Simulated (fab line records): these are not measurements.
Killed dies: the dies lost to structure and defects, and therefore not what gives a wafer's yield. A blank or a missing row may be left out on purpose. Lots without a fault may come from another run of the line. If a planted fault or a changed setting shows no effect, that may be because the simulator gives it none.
The same fault as seen by 3 desks    flow n5Finfet    every desk sees just its own numbers, and what lay behind them comes last

THE DEFECT DESK
Counts from the inspections along the route, per lot, as means over the sampled wafers that have a number. Any lot whose mean is over 4 standard deviations away from the usual mean is out of limits and marked OUT; that distance is given in the brackets.
Columns: A = rawDefectCount at N5_BEOL_M1_INSPECT_30, usual 413
lot   first seen here  A
L124  day 7 02:27      478
L127  day 8 00:01      255
L137  day 10 03:28     410
L138  day 10 11:56     321
L142  day 11 10:21     548
L143  day 11 16:35     400
Result from this desk: across the 6 lots, nothing is out of limits.

DESK OF THE TOOL OWNER: rieDiel-03
The tool's own readings at N5_BEOL_M1_TRENCH_ETCH_37 (etches SiOC in C4F6/O2, target depth 55.207 nm, time 29 s): means of the sampled wafers that have a number, for each lot that ran on this tool. Any lot whose mean is over 4 standard deviations away from the usual mean is out of limits and marked OUT; that distance is given in the brackets.
Columns: A = biasW at N5_BEOL_M1_TRENCH_ETCH_37, usual 185.1 W; B = drypumpMotorCurrentA at N5_BEOL_M1_TRENCH_ETCH_37, usual 6.0 A; C = oesProductAu at N5_BEOL_M1_TRENCH_ETCH_37, usual 0.78 a.u.; D = rfVppV at N5_BEOL_M1_TRENCH_ETCH_37, usual 667 V; E = showerheadPlenumPTorr at N5_BEOL_M1_TRENCH_ETCH_37, usual 2.82 Torr; F = throttleValvePct at N5_BEOL_M1_TRENCH_ETCH_37, usual 20.90 %
lot   first seen here  A                B    C     D    E     F
L127  day 8 00:46      185.3            6.0  0.77  668  2.78  20.99
L137  day 10 11:19     174.6 (-20) OUT  5.9  0.73  645  2.88  20.96
L138  day 10 16:12     174.5 (-20) OUT  5.9  0.74  640  2.81  20.80
This desk finds L137, L138 out of limits, L137 being first, at day 10 11:19 (biasW at N5_BEOL_M1_TRENCH_ETCH_37). L127 stayed within limits.

THE METROLOGY DESK
What the gauges read for every lot (on any tool): the sampled wafers with a number, averaged. Any lot whose mean is over 4 standard deviations away from the usual mean is out of limits and marked OUT; that distance is given in the brackets. It has 10 readings; the 7 that lie furthest out on some lot are the ones shown.
Columns: A = DIBL_N at N5_BEOL_M4_RC_MEAS_101, usual 35.8 mV/V; B = DIBL_P at N5_BEOL_M4_RC_MEAS_101, usual 35.8 mV/V; C = ION_N at N5_BEOL_M4_RC_MEAS_101, usual 673 uA/um; D = ION_P at N5_BEOL_M4_RC_MEAS_101, usual 462 uA/um; E = SS_P at N5_BEOL_M4_RC_MEAS_101, usual 73.3 mV/dec; F = VT_N at N5_BEOL_M4_RC_MEAS_101, usual 250.5 mV; G = VT_P at N5_BEOL_M4_RC_MEAS_101, usual -251 mV
lot   first seen here  A     B     C    D    E     F      G
L124  day 9 05:07      35.5  36.7  671  462  72.9  249.3  -251
L127  day 9 21:11      35.2  33.3  661  453  72.6  254.9  -251
L137  day 12 04:45     35.3  35.6  674  458  73.3  249.5  -252
L138  day 12 14:04     36.0  34.9  662  457  72.9  252.3  -252
L142  day 13 08:50     33.8  34.3  674  466  73.6  251.5  -251
L143  day 13 15:53     35.8  35.8  668  457  72.8  251.5  -256
Result from this desk: across the 6 lots, nothing is out of limits.

PUT TOGETHER
The tool owner's desk had the chance to raise an alarm at day 10 11:19 on L137, L138.
Nothing out of limits was seen by the defect desk.
Nothing out of limits was seen by the metrology desk.
The defect desk has L137, L138 on record, within its limits.
The metrology desk has L137, L138 on record, within its limits.
On rieDiel-03, each named lot ran N5_BEOL_M1_TRENCH_ETCH_37.

WHAT THE SIMULATOR PUT IN
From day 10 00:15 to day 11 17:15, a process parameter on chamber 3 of rieDiel-03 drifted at N5_BEOL_M1_TRENCH_ETCH_37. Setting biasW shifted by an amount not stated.
Lots struck among those shown: L137, L138.
How many hours passed from the start of the fault until each desk's first out-of-limits reading: the tool owner's desk, 11.
